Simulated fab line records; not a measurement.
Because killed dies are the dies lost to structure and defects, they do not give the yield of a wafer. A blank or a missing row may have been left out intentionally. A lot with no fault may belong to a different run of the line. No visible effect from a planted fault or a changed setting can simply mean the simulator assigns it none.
Which tool was responsible?	flow n5_finfet	69 wafers from 23 lots sampled at 6 of the route's 1938 steps

WHAT EACH GAUGE READ, for each wafer
The record holds no reading of a measuring or inspecting step that can be judged against a usual standard deviation.

EACH LOT AND THE TOOL THAT RAN IT (in order: tool; ch and the chambers of the sampled wafers; start)
lot	N5_BEOL_M1_PECVD_72	N5_BEOL_M1_ETCH_74	N5_BEOL_M1_STRIP_66	N5_BEOL_M1_STRIP_97	N5_BEOL_M1_DEGAS_44	N5_BEOL_M1_ALD_84
L074	pecvd-01 ch 0,1,2, day 6 01:20	rie_diel-02 ch 0,1,2, day 6 02:52	rie_diel-02 ch 0,1,2, day 6 03:02	rie_diel-02 ch 0,1,2, day 6 06:20 or earlier	pvd_sputter-03, day 6 06:20	ald_metal-03 ch 0,1, day 6 06:29
L075	pecvd-04 ch 0,1,2, day 6 04:27	rie_diel-06 ch 0,1,2, day 6 06:59	rie_diel-06 ch 0,1,2, day 6 07:10	rie_diel-06 ch 1,2,3, day 6 11:25 or earlier	pvd_sputter-01, day 6 11:25	ald_metal-03 ch 0,3, day 6 11:36
L077	pecvd-01 ch 0,1,2, day 6 19:21	rie_diel-01 ch 0,1,3, day 6 22:11	rie_diel-01 ch 0,1,3, day 6 22:21	rie_diel-01 ch 0,1, day 7 01:25 or earlier	pvd_sputter-02, day 7 01:25	ald_metal-01 ch 0,1,3, day 7 01:31
L078	pecvd-04 ch 0,1, day 7 01:44	rie_diel-01 ch 0,2,3, day 7 02:29	rie_diel-01 ch 0,2,3, day 7 02:40	rie_diel-02 ch 1,3, day 7 06:07 or earlier	pvd_sputter-01, day 7 06:07	ald_metal-02 ch 1,3, day 7 06:16
L079	pecvd-01 ch 0,2, day 7 08:02	rie_diel-02 ch 0,2,3, day 7 09:08	rie_diel-02 ch 0,2,3, day 7 09:19	rie_diel-01 ch 0,2,3, day 7 12:51 or earlier	pvd_sputter-02, day 7 12:51	ald_metal-02 ch 0,1,3, day 7 12:57
L080	pecvd-03 ch 1,2, day 7 13:29	rie_diel-02 ch 0,1, day 7 17:56	rie_diel-02 ch 0,1, day 7 18:07	rie_diel-06 ch 0,1,3, day 8 04:29 or earlier	pvd_sputter-02, day 8 04:29	ald_metal-02 ch 2,3, day 8 04:35
L081	pecvd-04 ch 1,2, day 7 22:49	rie_diel-02 ch 2,3, day 7 23:43	rie_diel-02 ch 2,3, day 7 23:53	rie_diel-06 ch 1,3, day 8 09:35 or earlier	pvd_sputter-01, day 8 09:35	ald_metal-02 ch 1,2, day 8 09:47
L082	pecvd-03 ch 0,2, day 8 02:17	rie_diel-06 ch 0,1,2, day 8 05:08	rie_diel-06 ch 0,1,2, day 8 05:18	rie_diel-06 ch 1,2,3, day 8 13:01 or earlier	pvd_sputter-02, day 8 13:01	ald_metal-02 ch 1,2,3, day 8 13:10
L083	pecvd-01 ch 0,2, day 8 08:59	rie_diel-06 ch 1,2,3, day 8 11:17	rie_diel-06 ch 1,2,3, day 8 11:27	rie_diel-01 ch 0,1, day 8 17:32 or earlier	pvd_sputter-03, day 8 17:32	ald_metal-01 ch 0,2, day 8 17:39
L084	pecvd-01 ch 0,1, day 8 11:32	rie_diel-01 ch 0,1,3, day 8 13:28	rie_diel-01 ch 0,1,3, day 8 13:38	rie_diel-01 ch 0,1,2, day 9 02:43 or earlier	pvd_sputter-01, day 9 02:43	ald_metal-02 ch 0,3, day 9 02:58
L085	pecvd-03 ch 1,2, day 9 01:07	rie_diel-01 ch 2,3, day 9 02:56	rie_diel-01 ch 2,3, day 9 03:06	rie_diel-06 ch 0,2,3, day 9 11:28 or earlier	pvd_sputter-01, day 9 11:28	ald_metal-02 ch 0,2,3, day 9 11:34
L086	pecvd-03 ch 0,2, day 9 01:34	rie_diel-06 ch 1,2, day 9 03:05	rie_diel-06 ch 1,2, day 9 03:15	rie_diel-01 ch 2,3, day 9 11:29 or earlier	pvd_sputter-03, day 9 11:29	ald_metal-03 ch 1,3, day 9 11:35
L087	pecvd-01 ch 0,2, day 9 09:58	rie_diel-02 ch 2,3, day 9 11:50	rie_diel-02 ch 2,3, day 9 12:01	rie_diel-02 ch 0,1, day 9 16:25 or earlier	pvd_sputter-02, day 9 16:25	ald_metal-03 ch 0,2,3, day 9 16:38
L088	pecvd-01 ch 0,1,2, day 9 14:08	rie_diel-06 ch 0,3, day 9 15:58	rie_diel-06 ch 0,3, day 9 16:08	rie_diel-02 ch 0,2,3, day 9 20:59 or earlier	pvd_sputter-03, day 9 20:59	ald_metal-02 ch 0,1,3, day 9 21:05
L089	pecvd-03 ch 0,2, day 9 21:08	rie_diel-06 ch 0,2,3, day 9 21:46	rie_diel-06 ch 0,2,3, day 9 21:56	rie_diel-02 ch 1,2, day 10 00:21 or earlier	pvd_sputter-01, day 10 00:21	ald_metal-01 ch 1,3, day 10 00:30
L090	pecvd-03 ch 0,2, day 10 01:40	rie_diel-06 ch 0,3, day 10 03:54	rie_diel-06 ch 0,3, day 10 04:04	rie_diel-02 ch 1,2,3, day 10 14:58 or earlier	pvd_sputter-03, day 10 14:58	ald_metal-01 ch 1,2,3, day 10 15:16
L091	pecvd-04 ch 0, day 10 04:28	rie_diel-01 ch 0,1, day 10 05:38	rie_diel-01 ch 0,1, day 10 05:49	rie_diel-01 ch 0,2,3, day 10 16:02 or earlier	pvd_sputter-03, day 10 16:02	ald_metal-01 ch 0,2,3, day 10 16:09
L093	pecvd-03 ch 0,1, day 10 12:19	rie_diel-06 ch 0,2, day 10 13:48	rie_diel-06 ch 0,2, day 10 13:59	rie_diel-02 ch 1,3, day 10 17:10 or earlier	pvd_sputter-01, day 10 17:10	ald_metal-03 ch 2,3, day 10 17:16
L092	pecvd-03 ch 1,2, day 10 12:41	rie_diel-06 ch 0,1,2, day 10 14:02	rie_diel-06 ch 0,1,2, day 10 14:12	rie_diel-01 ch 0,2, day 10 20:35 or earlier	pvd_sputter-01, day 10 20:35	ald_metal-03 ch 0,3, day 10 20:41
L094	pecvd-03 ch 0,1, day 11 04:59	rie_diel-02 ch 1,2,3, day 11 07:05	rie_diel-02 ch 1,2,3, day 11 07:16	rie_diel-06 ch 0,3, day 11 22:38 or earlier	pvd_sputter-01, day 11 22:38	ald_metal-03 ch 0,1,3, day 11 22:44
L095	pecvd-04 ch 0,2, day 11 11:33	rie_diel-01 ch 0,1, day 11 13:25	rie_diel-01 ch 0,1, day 11 13:35	rie_diel-01 ch 0,2,3, day 12 01:40 or earlier	pvd_sputter-03, day 12 01:40	ald_metal-03 ch 0,3, day 12 01:46
L096	pecvd-01 ch 0,1,2, day 11 12:02	rie_diel-01 ch 0,1,3, day 11 13:39	rie_diel-01 ch 0,1,3, day 11 13:49	rie_diel-02 ch 0,1,2, day 12 01:41 or earlier	pvd_sputter-01, day 12 01:41	ald_metal-01 ch 1,2,3, day 12 01:52
L097	pecvd-04 ch 1,2, day 12 00:11	rie_diel-06 ch 0,2, day 12 01:59	rie_diel-06 ch 0,2, day 12 02:10	rie_diel-01 ch 1,2, day 12 05:56 or earlier	pvd_sputter-02, day 12 05:56	ald_metal-03 ch 0,1,3, day 12 06:04
- N5_BEOL_M1_PECVD_72: deposits SiO2 from TEOS/O2, target thk 16 nm, time 18 s.
- N5_BEOL_M1_ETCH_74: etches underlayer in N2/H2, target depth 6.5 nm, time 5.2 s.
- N5_BEOL_M1_STRIP_66: strips in CF4.
- N5_BEOL_M1_STRIP_97: strips in N2/H2, time 10 s.
- N5_BEOL_M1_DEGAS_44: time 60 s.
- N5_BEOL_M1_ALD_84: deposits TaN, pulse time 2 s, purge time 3 s, co reactant purge time 2 s.

WHAT THE TOOLS THEMSELVES READ (means of the sampled wafers that have a number; where no wafer has one, the mark that the record gives instead)
N5_BEOL_M1_PECVD_72.
lot	tool	heater_power_outer_w (W)	heater_power_w (W)	showerhead_plenum_p_Torr (Torr)	throttle_valve_pct (%)
L074	pecvd-01	443	744	8.83	21.7
L075	pecvd-04	381	663	8.80	23.0
L077	pecvd-01	433	722	8.83	21.5
L078	pecvd-04	401	711	8.84	22.6
L079	pecvd-01	520	852	8.82	21.3
L080	pecvd-03	410	722	8.76	21.7
L081	pecvd-04	350	623	8.78	23.0
L082	pecvd-03	406	706	8.79	22.5
L083	pecvd-01	490	809	8.81	21.3
L084	pecvd-01	374	655	8.84	20.9
L085	pecvd-03	372	651	8.74	22.7
L086	pecvd-03	429	732	8.81	22.7
L087	pecvd-01	511	834	8.81	21.5
L088	pecvd-01	423	710	8.83	21.7
L089	pecvd-03	435	754	8.78	21.8
L090	pecvd-03	408	697	8.81	22.7
L091	pecvd-04	421	752	8.87	23.0
L093	pecvd-03	384	657	8.78	23.8
L092	pecvd-03	357	655	8.75	21.7
L094	pecvd-03	405	698	8.76	23.9
L095	pecvd-04	360	634	8.82	22.5
L096	pecvd-01	467	770	8.84	21.6
L097	pecvd-04	349	603	8.77	21.8

N5_BEOL_M1_ETCH_74.
lot	tool	drypump_motor_current_A (A)	etch_rf_on_time_s (s)	oes_product_au (a.u.)	rf_vpp_V (V)	showerhead_plenum_p_Torr (Torr)	throttle_valve_pct (%)
L074	rie_diel-02	5.6	5.13	0.64	522.7	2.50	17.95
L075	rie_diel-06	5.5	5.12	0.60	523.2	2.56	17.98
L077	rie_diel-01	5.9	5.21	0.72	524.5	2.56	17.70
L078	rie_diel-01	5.6	5.14	0.67	524.3	2.59	17.77
L079	rie_diel-02	6.1	5.22	0.60	523.2	2.52	18.03
L080	rie_diel-02	5.4	5.16	0.64	521.4	2.43	17.82
L081	rie_diel-02	6.0	5.37	0.60	524.4	2.60	17.99
L082	rie_diel-06	5.5	5.15	0.60	522.8	2.55	18.01
L083	rie_diel-06	5.4	5.12	0.65	524.8	2.58	17.85
L084	rie_diel-01	5.9	5.14	0.72	524.5	2.56	17.72
L085	rie_diel-01	5.8	5.15	0.68	525.6	2.61	17.70
L086	rie_diel-06	5.4	5.10	0.58	523.5	2.56	18.00
L087	rie_diel-02	6.0	5.42	0.59	525.6	2.59	18.01
L088	rie_diel-06	5.6	4.97	0.78	525.0	2.54	17.58
L089	rie_diel-06	5.5	5.08	0.72	524.4	2.56	17.78
L090	rie_diel-06	5.6	4.98	0.76	523.4	2.53	17.58
L091	rie_diel-01	5.8	5.14	0.70	523.8	2.53	17.84
L093	rie_diel-06	5.7	5.08	0.73	523.2	2.53	17.83
L092	rie_diel-06	5.5	5.07	0.75	524.8	2.55	17.80
L094	rie_diel-02	5.8	5.38	0.58	523.2	2.51	17.89
L095	rie_diel-01	5.7	5.19	0.69	523.9	2.52	17.87
L096	rie_diel-01	5.9	5.18	0.69	524.0	2.55	17.75
L097	rie_diel-06	5.6	5.10	0.71	523.9	2.53	17.87

N5_BEOL_M1_STRIP_66.
lot	tool	drypump_motor_current_A (A)	oes_product_au (a.u.)	rf_vpp_V (V)	showerhead_plenum_p_Torr (Torr)	throttle_valve_pct (%)
L074	rie_diel-02	5.6	0.73	270.8	1.76	13.68
L075	rie_diel-06	5.6	0.70	271.8	1.80	13.71
L077	rie_diel-01	5.9	0.83	271.9	1.82	13.54
L078	rie_diel-01	5.6	0.78	271.3	1.83	13.56
L079	rie_diel-02	6.0	0.70	269.9	1.77	13.84
L080	rie_diel-02	5.4	0.73	270.7	1.71	13.55
L081	rie_diel-02	6.0	0.71	271.3	1.83	13.74
L082	rie_diel-06	5.5	0.69	272.4	1.79	13.74
L083	rie_diel-06	5.4	0.74	271.7	1.81	13.58
L084	rie_diel-01	5.9	0.83	271.2	1.82	13.55
L085	rie_diel-01	5.8	0.78	271.9	1.85	13.49
L086	rie_diel-06	5.4	0.67	271.3	1.78	13.70
L087	rie_diel-02	6.0	0.70	271.6	1.83	13.77
L088	rie_diel-06	5.6	0.88	271.2	1.79	13.26
L089	rie_diel-06	5.6	0.82	271.5	1.81	13.47
L090	rie_diel-06	5.6	0.87	271.3	1.79	13.27
L091	rie_diel-01	5.7	0.80	271.6	1.79	13.67
L093	rie_diel-06	5.7	0.84	270.8	1.79	13.47
L092	rie_diel-06	5.5	0.87	271.6	1.79	13.39
L094	rie_diel-02	5.8	0.69	271.5	1.77	13.65
L095	rie_diel-01	5.7	0.79	271.4	1.79	13.70
L096	rie_diel-01	5.9	0.81	271.8	1.82	13.61
L097	rie_diel-06	5.7	0.82	270.9	1.79	13.50

N5_BEOL_M1_STRIP_97.
lot	tool	drypump_motor_current_A (A)	oes_product_au (a.u.)	rf_vpp_V (V)	showerhead_plenum_p_Torr (Torr)	throttle_valve_pct (%)
L074	rie_diel-02	5.6	0.74	59.3	2.50	23.68
L075	rie_diel-06	5.4	0.78	59.8	2.58	23.61
L077	rie_diel-01	6.0	0.86	59.3	2.50	23.50
L078	rie_diel-02	6.0	0.71	59.7	2.47	23.48
L079	rie_diel-01	5.6	0.78	59.3	2.58	23.56
L080	rie_diel-06	5.6	0.75	58.4	2.52	23.57
L081	rie_diel-06	5.5	0.75	59.0	2.53	23.49
L082	rie_diel-06	5.4	0.75	59.3	2.57	23.62
L083	rie_diel-01	5.7	0.83	59.5	2.53	23.56
L084	rie_diel-01	5.8	0.80	59.1	2.52	23.61
L085	rie_diel-06	5.5	0.86	58.3	2.56	23.68
L086	rie_diel-01	5.8	0.78	59.0	2.61	23.49
L087	rie_diel-02	5.7	0.70	59.0	2.40	23.69
L088	rie_diel-02	6.0	0.68	59.4	2.50	23.76
L089	rie_diel-02	5.4	0.75	58.9	2.50	23.58
L090	rie_diel-02	5.8	0.71	59.5	2.51	23.63
L091	rie_diel-01	5.6	0.77	59.4	2.57	23.58
L093	rie_diel-02	6.0	0.69	58.4	2.46	23.52
L092	rie_diel-01	5.5	0.73	58.8	2.53	23.69
L094	rie_diel-06	5.7	0.87	59.1	2.52	23.49
L095	rie_diel-01	5.6	0.76	59.1	2.57	23.60
L096	rie_diel-02	5.7	0.80	59.6	2.59	23.68
L097	rie_diel-01	6.1	0.79	59.1	2.49	23.60

N5_BEOL_M1_DEGAS_44.
lot	tool	heater_power_w (W)
L074	pvd_sputter-03	321
L075	pvd_sputter-01	309
L077	pvd_sputter-02	368
L078	pvd_sputter-01	312
L079	pvd_sputter-02	277
L080	pvd_sputter-02	303
L081	pvd_sputter-01	321
L082	pvd_sputter-02	372
L083	pvd_sputter-03	306
L084	pvd_sputter-01	344
L085	pvd_sputter-01	317
L086	pvd_sputter-03	305
L087	pvd_sputter-02	303
L088	pvd_sputter-03	296
L089	pvd_sputter-01	321
L090	pvd_sputter-03	314
L091	pvd_sputter-03	310
L093	pvd_sputter-01	330
L092	pvd_sputter-01	313
L094	pvd_sputter-01	321
L095	pvd_sputter-03	313
L096	pvd_sputter-01	320
L097	pvd_sputter-02	312

N5_BEOL_M1_ALD_84.
lot	tool	heater_power_outer_w (W)	heater_power_w (W)
L074	ald_metal-03	220	406
L075	ald_metal-03	219	395
L077	ald_metal-01	230	409
L078	ald_metal-02	239	446
L079	ald_metal-02	237	432
L080	ald_metal-02	236	446
L081	ald_metal-02	209	392
L082	ald_metal-02	226	425
L083	ald_metal-01	230	423
L084	ald_metal-02	248	439
L085	ald_metal-02	236	436
L086	ald_metal-03	214	404
L087	ald_metal-03	222	412
L088	ald_metal-02	232	427
L089	ald_metal-01	212	390
L090	ald_metal-01	214	385
L091	ald_metal-01	234	418
L093	ald_metal-03	229	420
L092	ald_metal-03	217	400
L094	ald_metal-03	220	401
L095	ald_metal-03	216	406
L096	ald_metal-01	213	385
L097	ald_metal-03	216	401

THE ANSWER, worked out from the rows above alone
Rule: the lots themselves supply what counts as usual. The widest of any qualifying gaps counts: lots, ordered by their means at a reading, are off when they make up no more than a third of the lots, leave a main group of 4 or more, and stand apart from it by 3 or more times the standard deviation of that group's means. Not used: any main group whose means are identical at the precision the tables above print for the reading. A lot without any number at a reading at which 4 lots or more have one is off too. All remaining lots with rows at the step are treated as sound. Order of review: gauges by route order, followed by the tools' own readings, for which a lot's mean as printed above is used. At the first step where some lot is off, the reading lying furthest off is the one used; lots without a number count as furthest.
Across all readings shown, no lot is off: no conclusion can be drawn from this.

WHAT THE SIMULATOR PUT IN
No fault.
